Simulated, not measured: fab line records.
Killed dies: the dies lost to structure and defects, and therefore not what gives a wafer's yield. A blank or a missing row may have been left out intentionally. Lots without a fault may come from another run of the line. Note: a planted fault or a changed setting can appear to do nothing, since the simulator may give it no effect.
fab line records	flow n5_finfet	part 1 of 2: steps 1 to 4 of 6
[record] lots = 23	wafers = 69	last_day = 22
route steps=1938 shown BEOL_M12@1633 BEOL_M13@1679
lots untouched by any fault: they come from a run of this same line in which no faults occurred
start_h: the number of hours between the record's first day and the start of the first shown wafer of the lot	wait_h: hours from the lot's prior step to this one	" the same as in the row above	L1.1+2: several wafers, shown together as one row	- value missing, or start not given	* or withheld: withheld	< > ~ a bound
route shown NAME@n: a module of which the file shows steps, and the number in the route of the first	usual: average and standard deviation across the fault-free wafers	same: alike in all rows	chamber/n: place in a boat	sites: each site's reading	_std_site: how widely they spread, as a standard deviation	_edge_site: the outer-site mean with the inner-site mean subtracted	radius_mm: how far each site lies from the wafer's centre	mask NAME#n: copy n	behind: the most recent tool/chamber to have shaped the wafer	hold: why the lot went on hold/how many hours it stayed there/how the hold came to an end	device: the transistor (n, p or np) that didn't switch	end of line: the route-end tests of the same wafers	step lacking rows: just its recipe	killed: the dies lost at the first sort to structure and to defects; this is not the yield of the wafer	map: dies across one wafer; x = killed, . = not, _ = none there
set.NAME: the setting as run; set.NAME@STEP: as run at that earlier step	model.NAME: the simulator's own value behind a step, which no gauge read
steps of the route over a sample of lots; a table a step, a row a wafer
services: a tool's chamber out of use, with start hour (start_h, from the record's first day; less than 0 if before it), hours out, and reason
[[steps]]
[step N5_BEOL_M12_OVL_MEAS_29]
[recipe] points_per_wafer = 44
[usual] M12_OVL = -1/5
lot.wafer	tool	chamber	start_h	wait_h	M12_OVL[nm]
L074.1	overlay-01	0	254.12	0.0	-4
L074.3	"	0	"	"	-7
L074.5	"	0	"	"	-1
L077.1	overlay-02	0	294.28	0.0	0
L077.4	"	0	"	"	-4
L077.6	"	0	"	"	2
L076.4	overlay-01	0	299.47	0.0	2
L076.5	"	0	"	"	2
L076.6	"	0	"	"	6
L078.4	overlay-01	0	308.95	0.0	1
L078.5	"	0	"	"	0
L078.6	"	0	"	"	2
L079.1	overlay-01	0	312.95	0.0	0
L079.3	"	0	"	"	-3
L079.4	"	0	"	"	-5
L080.3	overlay-01	0	323.92	0.0	-2
L080.4	"	0	"	"	-6
L080.5	"	0	"	"	-7
L081.1	overlay-02	0	357.11	0.0	5
L081.2	"	0	"	"	-6
L081.4	"	0	"	"	9
L083.2	overlay-02	0	379.83	0.0	-3
L083.3	"	0	"	"	3
L083.4	"	0	"	"	-3
L084.4	overlay-02	0	385.07	0.0	8
L084.5	"	0	"	"	8
L084.6	"	0	"	"	8
L085.1	overlay-01	0	392.16	0.0	-3
L085.2	"	0	"	"	-3
L085.6	"	0	"	"	-2
L086.3	overlay-02	0	398.73	0.0	3
L086.5	"	0	"	"	10
L086.6	"	0	"	"	4
L090.3	overlay-01	0	413.50	0.0	-8
L090.5	"	0	"	"	-13
L090.6	"	0	"	"	-5
L087.2	overlay-01	0	413.90	0.0	-2
L087.4	"	0	"	"	-1
L087.6	"	0	"	"	5
L088.2	overlay-02	0	426.83	0.0	-7
L088.5	"	0	"	"	-4
L088.6	"	0	"	"	-3
L095.4	overlay-01	0	440.26	0.0	5
L095.5	"	0	"	"	1
L095.6	"	0	"	"	7
L097.3	overlay-02	0	441.47	0.0	1
L097.4	"	0	"	"	8
L097.5	"	0	"	"	6
L091.1	overlay-01	0	444.41	0.0	-6
L091.2	"	0	"	"	1
L091.3	"	0	"	"	-9
L092.1	overlay-01	0	457.66	0.0	-4
L092.2	"	0	"	"	-6
L092.5	"	0	"	"	-2
L094.1	overlay-02	0	465.96	0.0	-6
L094.5	"	0	"	"	-6
L094.6	"	0	"	"	-3
L089.1	overlay-01	0	466.70	0.0	-9
L089.2	"	0	"	"	-6
L089.3	"	0	"	"	-6
L096.3	overlay-01	0	473.11	0.0	-3
L096.4	"	0	"	"	-4
L096.6	"	0	"	"	4
L093.1	overlay-01	0	473.34	0.0	1
L093.4	"	0	"	"	-1
L093.5	"	0	"	"	-2
L082.1	overlay-02	0	474.58	0.0	1
L082.3	"	0	"	"	0
L082.6	"	0	"	"	0
[step N5_BEOL_M12_DESCUM_33]
[recipe] chemistry = O2	time_s = 7.9	source_power_w = 50	bias_power_w = 20	pressure_mtorr = 20	rf_frequency_hz = 2.712e+07	temp_c = 40	o2_flow_sccm = 225
[usual] bias_power_w = 20.01/0.06	chamber_pressure_mTorr = 20.001/0.018	drypump_motor_current_A = 5.7/0.4	oes_product_au = 0.81/0.085	rf_vpp_V = 243.6/1.5	showerhead_plenum_p_Torr = 2.12/0.078	throttle_valve_pct = 20.45/0.18
[same] time_s = 7.9
lot.wafer	tool	chamber	start_h	wait_h	bias_power_w	chamber_pressure_mTorr	drypump_motor_current_A	oes_product_au	rf_hours_counter_h	rf_vpp_V	showerhead_plenum_p_Torr	throttle_valve_pct
L074.1	rie_diel-05	2	254.18	0.0	19.95	19.991	5.8	0.68	248	245.7	2.14	20.83
L074.3	"	1	"	"	20.06	20.028	5.4	0.90	26	245.9	2.23	20.20
L074.5	"	2	"	"	20.00	20.002	5.7	0.68	-	245.0	2.14	20.81
L077.1	rie_diel-04	0	294.34	0.0	19.99	19.993	6.1	0.89	41	247.1	2.22	20.28
L077.4	"	1	"	"	19.96	20.024	5.6	0.84	-	241.5	2.02	20.60
L077.6	"	0	"	"	20.03	20.006	6.1	0.89	-	244.0	2.22	20.28
L076.4	rie_diel-02	0	299.52	0.0	20.00	19.985	5.6	0.69	231	242.0	1.98	20.44
L076.5	"	1	"	"	20.00	19.982	5.8	0.71	-	243.5	2.16	20.48
L076.6	"	0	"	"	19.99	19.995	5.6	0.68	-	239.2	1.98	20.42
L078.4	rie_diel-04	0	309.02	0.0	20.04	20.021	6.1	0.88	-	245.9	2.22	20.29
L078.5	"	3	"	"	19.97	19.969	5.1	0.92	-	244.7	2.14	20.32
L078.6	"	1	"	"	20.01	20.000	5.6	0.83	-	242.9	2.02	20.61
L079.1	rie_diel-05	3	313.01	0.0	20.07	19.991	6.5	0.67	230	245.1	2.16	20.64
L079.3	"	0	"	"	20.04	19.990	6.3	0.84	56	243.2	2.12	20.41
L079.4	"	2	"	"	19.98	19.973	5.8	0.93	6	243.4	2.14	20.41
L080.3	rie_diel-05	1	323.97	0.0	20.14	20.005	5.4	0.87	45	245.7	2.22	20.23
L080.4	"	2	"	"	19.92	20.028	5.7	0.93	10	244.8	2.14	20.43
L080.5	"	0	"	"	20.11	20.015	6.3	0.83	-	244.4	2.12	20.44
L081.1	rie_diel-02	1	357.17	0.0	20.01	20.005	5.7	0.69	223	244.2	2.16	20.52
L081.2	"	3	"	"	20.12	19.957	5.6	0.73	202	239.8	1.99	20.71
L081.4	"	0	"	"	19.98	20.002	5.6	0.68	248	240.5	1.97	20.47
L083.2	rie_diel-02	3	379.89	0.0	20.05	20.012	5.6	0.72	209	240.4	1.99	20.71
L083.3	"	2	"	"	20.10	19.993	5.6	0.73	163	244.3	2.17	20.59
L083.4	"	2	"	"	20.14	19.992	5.6	0.74	-	244.1	2.17	20.57
L084.4	rie_diel-05	3	385.15	0.0	20.00	20.000	6.6	0.67	-	244.8	2.15	20.68
L084.5	"	2	"	"	19.96	19.976	5.8	0.90	-	242.9	2.13	20.44
L084.6	"	1	"	"	19.97	19.968	5.4	0.86	-	246.1	2.22	20.26
L085.1	rie_diel-02	2	392.21	0.0	20.10	20.032	5.7	0.73	169	244.4	2.17	20.61
L085.2	"	0	"	"	19.96	20.021	5.6	0.98	1	244.3	2.24	20.07
L085.6	"	0	"	"	20.06	20.009	5.6	0.99	-	245.6	2.24	20.07
L086.3	rie_diel-02	0	398.79	0.0	19.92	20.014	5.6	0.97	2	246.4	2.24	20.08
L086.5	"	2	"	"	19.98	19.991	5.7	0.73	-	245.4	2.17	20.60
L086.6	"	3	"	"	20.01	20.033	5.6	0.71	-	242.3	1.99	20.73
L090.3	rie_diel-05	2	413.60	0.1	19.98	19.999	5.8	0.88	35	243.7	2.13	20.46
L090.5	"	0	"	"	20.05	20.000	6.3	0.81	-	243.3	2.12	20.45
L090.6	"	2	"	"	19.98	20.020	5.8	0.87	-	244.4	2.13	20.46
L087.2	rie_diel-05	1	414.08	0.2	19.96	19.980	5.4	0.84	68	245.5	2.22	20.26
L087.4	"	0	"	"	20.01	19.983	6.3	0.82	-	244.1	2.12	20.43
L087.6	"	1	"	"	20.07	20.021	5.4	0.84	-	244.5	2.22	20.27
L088.2	rie_diel-04	1	426.89	0.0	20.06	19.994	5.6	0.80	123	241.7	2.01	20.68
L088.5	"	3	"	"	19.99	20.005	5.1	0.87	-	244.5	2.13	20.39
L088.6	"	2	"	"	19.98	20.015	5.1	0.88	-	243.5	2.04	20.15
L095.4	rie_diel-05	1	440.58	0.3	19.99	20.011	5.4	0.83	78	245.3	2.21	20.29
L095.5	"	3	"	"	20.06	20.025	6.6	0.95	-	243.3	2.15	20.31
L095.6	"	2	"	"	19.96	20.016	5.8	0.87	-	242.9	2.13	20.46
L097.3	rie_diel-04	1	441.58	0.1	20.03	20.007	5.6	0.78	129	241.6	2.01	20.69
L097.4	"	2	"	"	20.05	20.010	5.2	0.86	42	243.2	2.03	20.16
L097.5	"	0	"	"	20.08	19.966	6.1	0.83	-	244.5	2.20	20.36
L091.1	rie_diel-04	3	444.46	0.0	20.13	20.032	5.1	0.86	68	243.2	2.13	20.38
L091.2	"	2	"	"	19.98	20.008	5.1	0.87	43	242.4	2.03	20.16
L091.3	"	0	"	"	19.97	19.981	6.1	0.84	83	245.5	2.20	20.35
L092.1	rie_diel-02	0	458.04	0.4	19.99	19.993	5.6	0.92	24	245.2	2.23	20.12
L092.2	"	1	"	"	19.96	20.002	5.8	0.97	1	244.0	2.15	20.18
L092.5	"	3	"	"	19.93	20.019	5.6	0.70	-	240.2	1.98	20.77
L094.1	rie_diel-04	3	466.02	0.0	20.08	19.993	5.1	0.85	74	244.3	2.12	20.40
L094.5	"	2	"	"	20.00	19.990	5.2	0.86	-	243.7	2.03	20.18
L094.6	"	3	"	"	20.03	20.015	5.1	0.85	-	243.1	2.12	20.41
L089.1	rie_diel-04	0	466.75	0.0	20.14	20.028	6.1	0.83	89	244.7	2.20	20.37
L089.2	"	3	"	"	20.07	20.018	5.1	0.85	75	243.5	2.12	20.40
L089.3	"	2	"	"	20.00	19.983	5.1	0.87	50	243.2	2.03	20.19
L096.3	rie_diel-04	3	473.25	0.1	19.90	20.007	5.1	0.85	78	241.3	2.12	20.43
L096.4	"	0	"	"	19.98	20.016	6.1	0.82	92	245.2	2.20	20.36
L096.6	"	1	"	"	20.09	20.015	5.6	0.78	-	242.4	2.00	20.68
L093.1	rie_diel-05	0	473.40	0.0	20.02	20.009	6.3	0.80	96	244.7	2.11	20.48
L093.4	"	2	"	"	20.02	20.012	5.8	0.86	-	242.5	2.12	20.48
L093.5	"	0	"	"	20.01	19.997	6.3	0.80	-	243.3	2.11	20.48
L082.1	rie_diel-02	2	474.63	0.0	20.15	19.978	5.7	0.71	201	244.8	2.16	20.65
L082.3	"	1	"	"	20.01	19.998	5.7	0.94	9	245.8	2.14	20.21
L082.6	"	1	"	"	20.00	19.986	5.7	0.94	-	243.6	2.14	20.19
[step N5_BEOL_M12_ETCH_38]
[recipe] chemistry = CF4/N2	target = SiCN	target_depth_a = 687	taper_deg = 2	time_s = 73.4	ion_energy_ev = 150	mask_material = SiO2	pressure_mtorr = 40	source_w = 430	bias_w = 70	Ar_flow_sccm = 100	cf4_flow_sccm = 60	n2_flow_sccm = 60
[usual] bias_w = 70.01/0.19	chamber_pressure_mTorr = 40.00/0.037	drypump_motor_current_A = 5.7/0.39	oes_product_au = 0.81/0.091	rf_vpp_V = 382.8/2.1	showerhead_plenum_p_Torr = 2.23/0.081	throttle_valve_pct = 15.45/0.2
[same] time_s = 73.4
lot.wafer	tool	chamber	start_h	wait_h	bias_w	chamber_pressure_mTorr	drypump_motor_current_A	oes_product_au	rf_hours_counter_h	rf_vpp_V	showerhead_plenum_p_Torr	throttle_valve_pct
L074.1	rie_diel-02	0	255.73	-	69.98	39.97	5.6	0.69	217	379.4	2.10	15.50
L074.3	"	1	"	"	70.27	39.94	5.7	0.72	191	384.3	2.28	15.51
L074.5	"	1	"	"	70.30	40.04	5.7	0.72	-	384.3	2.28	15.51
L077.1	rie_diel-04	1	294.97	-	70.07	39.98	5.6	0.83	81	381.0	2.14	15.57
L077.4	"	1	"	"	70.29	40.04	5.6	0.84	-	380.5	2.14	15.59
L077.6	"	0	"	"	70.30	40.04	6.1	0.89	-	386.0	2.34	15.29
L076.4	rie_diel-02	0	300.43	-	70.11	39.98	5.6	0.68	231	378.5	2.10	15.52
L076.5	"	3	"	"	69.99	40.00	5.6	0.72	-	379.6	2.11	15.68
L076.6	"	0	"	"	69.93	40.00	5.6	0.69	-	380.6	2.10	15.51
L078.4	rie_diel-02	0	310.51	-	69.91	39.95	5.6	0.69	234	378.8	2.10	15.51
L078.5	"	1	"	"	69.94	39.99	5.8	0.72	-	383.9	2.27	15.54
L078.6	"	2	"	"	69.78	40.05	5.6	0.77	-	384.8	2.30	15.59
L079.1	rie_diel-05	3	313.73	-	69.56	39.89	6.6	0.68	231	384.6	2.26	15.66
L079.3	"	1	"	"	70.21	39.99	5.4	0.87	42	386.5	2.34	15.20
L079.4	"	0	"	"	69.96	40.00	6.2	0.84	57	384.3	2.24	15.37
L080.3	rie_diel-04	2	326.38	-	69.93	39.98	5.2	0.97	4	381.8	2.17	15.16
L080.4	"	1	"	"	69.86	39.91	5.6	0.83	90	380.3	2.13	15.59
L080.5	"	2	"	"	69.89	40.01	5.2	0.97	-	381.0	2.17	15.15
L081.1	rie_diel-05	0	357.82	-	70.36	40.02	6.3	0.83	68	381.6	2.23	15.41
L081.2	"	2	"	"	69.89	40.01	5.7	0.92	18	384.1	2.25	15.44
L081.4	"	1	"	"	70.08	40.03	5.4	0.85	51	384.3	2.34	15.23
L083.2	rie_diel-05	2	381.71	-	70.36	40.05	5.7	0.90	22	383.8	2.25	15.41
L083.3	"	3	"	"	70.02	39.96	6.7	0.67	247	382.9	2.26	15.69
L083.4	"	0	"	"	69.83	39.94	6.3	0.82	72	383.6	2.23	15.39
L084.4	rie_diel-02	2	387.45	-	70.16	39.97	5.7	0.74	-	383.6	2.29	15.64
L084.5	"	1	"	"	70.11	40.09	5.8	0.69	-	383.2	2.26	15.59
L084.6	"	3	"	"	70.21	40.02	5.6	0.71	-	379.4	2.10	15.73
L085.1	rie_diel-05	1	395.22	-	70.23	40.05	5.4	0.84	61	386.5	2.33	15.24
L085.2	"	3	"	"	70.10	40.01	6.5	0.67	253	383.6	2.26	15.70
L085.6	"	3	"	"	70.11	40.04	6.5	0.66	-	382.5	2.26	15.71
L086.3	rie_diel-05	3	399.42	-	69.95	39.98	6.6	0.66	255	382.7	2.26	15.72
L086.5	"	1	"	"	69.82	40.02	5.4	0.83	-	384.8	2.33	15.24
L086.6	"	2	"	"	70.24	40.02	5.8	0.90	-	385.0	2.24	15.42
L090.3	rie_diel-04	3	415.95	-	70.22	39.99	5.1	0.87	57	383.1	2.23	15.30
L090.5	"	1	"	"	69.71	40.04	5.6	0.79	-	380.2	2.13	15.66
L090.6	"	2	"	"	70.00	40.00	5.2	0.90	-	381.2	2.16	15.21
L087.2	rie_diel-02	2	416.10	-	69.97	40.05	5.7	0.73	175	385.6	2.28	15.65
L087.4	"	3	"	"	70.16	40.04	5.6	0.70	222	380.1	2.09	15.76
L087.6	"	0	"	"	69.89	39.98	5.6	0.96	-	387.4	2.35	15.07
L088.2	rie_diel-05	2	428.01	-	69.93	40.00	5.8	0.87	41	381.5	2.24	15.45
L088.5	"	1	"	"	69.76	40.04	5.4	0.82	-	384.0	2.33	15.29
L088.6	"	0	"	"	70.14	40.00	6.3	0.81	-	381.8	2.23	15.43
L095.4	rie_diel-05	2	441.80	-	69.91	40.02	5.8	0.86	46	385.2	2.24	15.46
L095.5	"	3	"	"	69.94	39.96	6.6	0.95	-	382.7	2.25	15.22
L095.6	"	0	"	"	70.00	39.95	6.3	0.80	-	382.6	2.23	15.44
L097.3	rie_diel-04	2	442.30	-	69.91	40.04	5.1	0.87	42	380.1	2.15	15.22
L097.4	"	0	"	"	70.12	39.99	6.1	0.82	82	385.8	2.32	15.39
L097.5	"	1	"	"	70.12	40.00	5.5	0.79	-	379.4	2.12	15.67
L091.1	rie_diel-04	0	445.11	-	69.70	40.02	6.1	0.84	84	384.8	2.32	15.39
L091.2	"	2	"	"	70.08	40.02	5.1	0.88	43	381.9	2.15	15.23
L091.3	"	1	"	"	70.40	39.99	5.6	0.79	131	380.7	2.12	15.68
L092.1	rie_diel-02	3	461.23	-	69.90	39.97	5.6	0.69	241	379.9	2.09	15.80
L092.2	"	0	"	"	70.39	40.00	5.6	0.91	25	386.8	2.35	15.10
L092.5	"	0	"	"	70.05	40.03	5.6	0.92	-	386.7	2.35	15.10
L094.1	rie_diel-05	0	466.65	-	70.23	40.02	6.3	0.81	93	382.1	2.22	15.45
L094.5	"	1	"	"	70.18	40.00	5.4	0.81	-	385.0	2.32	15.30
L094.6	"	2	"	"	69.86	39.97	5.8	0.86	-	382.8	2.24	15.47
L089.1	rie_diel-02	2	469.22	-	70.36	40.00	5.6	0.72	198	382.7	2.28	15.70
L089.2	"	3	"	"	69.61	39.99	5.6	0.68	245	380.4	2.09	15.80
L089.3	"	1	"	"	69.94	40.06	5.7	0.96	6	383.4	2.26	15.14
L096.3	rie_diel-02	2	473.99	-	69.83	39.96	5.7	0.72	200	382.3	2.28	15.68
L096.4	"	2	"	"	70.08	39.94	5.6	0.71	-	384.1	2.27	15.69
L096.6	"	1	"	"	69.90	40.06	5.8	0.96	-	384.1	2.26	15.14
L093.1	rie_diel-04	1	478.84	-	69.74	39.98	5.6	0.77	141	381.2	2.12	15.71
L093.4	"	3	"	"	70.07	39.95	5.1	0.84	80	383.9	2.23	15.35
L093.5	"	2	"	"	69.94	40.00	5.1	0.86	-	381.8	2.15	15.27
L082.1	rie_diel-04	2	480.24	-	69.64	40.02	5.2	0.86	55	381.7	2.15	15.28
L082.3	"	1	"	"	70.09	40.02	5.6	0.78	142	380.0	2.12	15.70
L082.6	"	0	"	"	70.48	39.98	6.1	0.82	-	385.5	2.32	15.43
[step N5_BEOL_M13_CD_MEAS_17]
[recipe] target_cd_nm = 190	polarity = opening
[usual] cd_nm = 189.0/1.4
lot.wafer	tool	chamber	start_h	wait_h	cd_nm
L074.1	cd_sem-02	-	259.00	0.0	189.9
L074.3	"	-	"	"	189.3
L074.5	"	-	"	"	190.6
L077.1	cd_sem-02	-	297.78	0.0	191.0
L077.4	"	-	"	"	190.8
L077.6	"	-	"	"	189.1
L076.4	cd_sem-01	-	303.14	0.0	187.9
L076.5	"	-	"	"	188.8
L076.6	"	-	"	"	187.2
L078.4	cd_sem-01	-	313.23	0.0	187.6
L078.5	"	-	"	"	187.9
L078.6	"	-	"	"	188.4
L079.1	cd_sem-03	-	316.28	0.0	187.5
L079.3	"	-	"	"	187.9
L079.4	"	-	"	"	188.1
L080.3	cd_sem-01	-	329.14	0.0	188.7
L080.4	"	-	"	"	189.2
L080.5	"	-	"	"	189.5
L081.1	cd_sem-02	-	360.63	0.0	189.8
L081.2	"	-	"	"	189.5
L081.4	"	-	"	"	189.2
L083.2	cd_sem-01	-	384.44	0.0	190.3
L083.3	"	-	"	"	188.6
L083.4	"	-	"	"	189.1
L084.4	cd_sem-03	-	390.24	0.0	188.6
L084.5	"	-	"	"	188.1
L084.6	"	-	"	"	190.9
L085.1	cd_sem-02	-	398.28	0.0	189.5
L085.2	"	-	"	"	189.0
L085.6	"	-	"	"	190.7
L086.3	cd_sem-02	-	402.90	0.0	187.7
L086.5	"	-	"	"	188.0
L086.6	"	-	"	"	186.5
L090.3	cd_sem-02	-	418.85	0.0	190.2
L090.5	"	-	"	"	190.3
L090.6	"	-	"	"	189.9
L087.2	cd_sem-03	-	419.72	0.0	189.3
L087.4	"	-	"	"	189.0
L087.6	"	-	"	"	189.3
L088.2	cd_sem-02	-	431.80	0.0	188.4
L088.5	"	-	"	"	187.9
L088.6	"	-	"	"	189.1
L095.4	cd_sem-01	-	444.84	0.0	190.7
L095.5	"	-	"	"	190.0
L095.6	"	-	"	"	191.5
L097.3	cd_sem-02	-	445.24	0.0	189.2
L097.4	"	-	"	"	189.1
L097.5	"	-	"	"	190.4
L091.1	cd_sem-02	-	448.04	0.0	189.0
L091.2	"	-	"	"	189.2
L091.3	"	-	"	"	189.3
L092.1	cd_sem-02	-	464.33	0.0	190.6
L092.2	"	-	"	"	191.1
L092.5	"	-	"	"	191.3
L094.1	cd_sem-02	-	469.96	0.0	187.9
L094.5	"	-	"	"	188.7
L094.6	"	-	"	"	187.4
L089.1	cd_sem-03	-	472.18	0.0	188.6
L089.2	"	-	"	"	190.3
L089.3	"	-	"	"	189.6
L096.3	cd_sem-03	-	477.03	0.0	189.5
L096.4	"	-	"	"	187.1
L096.6	"	-	"	"	187.8
L093.1	cd_sem-03	-	482.00	0.0	187.3
L093.4	"	-	"	"	189.6
L093.5	"	-	"	"	188.9
L082.1	cd_sem-03	-	483.25	0.0	187.8
L082.3	"	-	"	"	187.9
L082.6	"	-	"	"	187.7
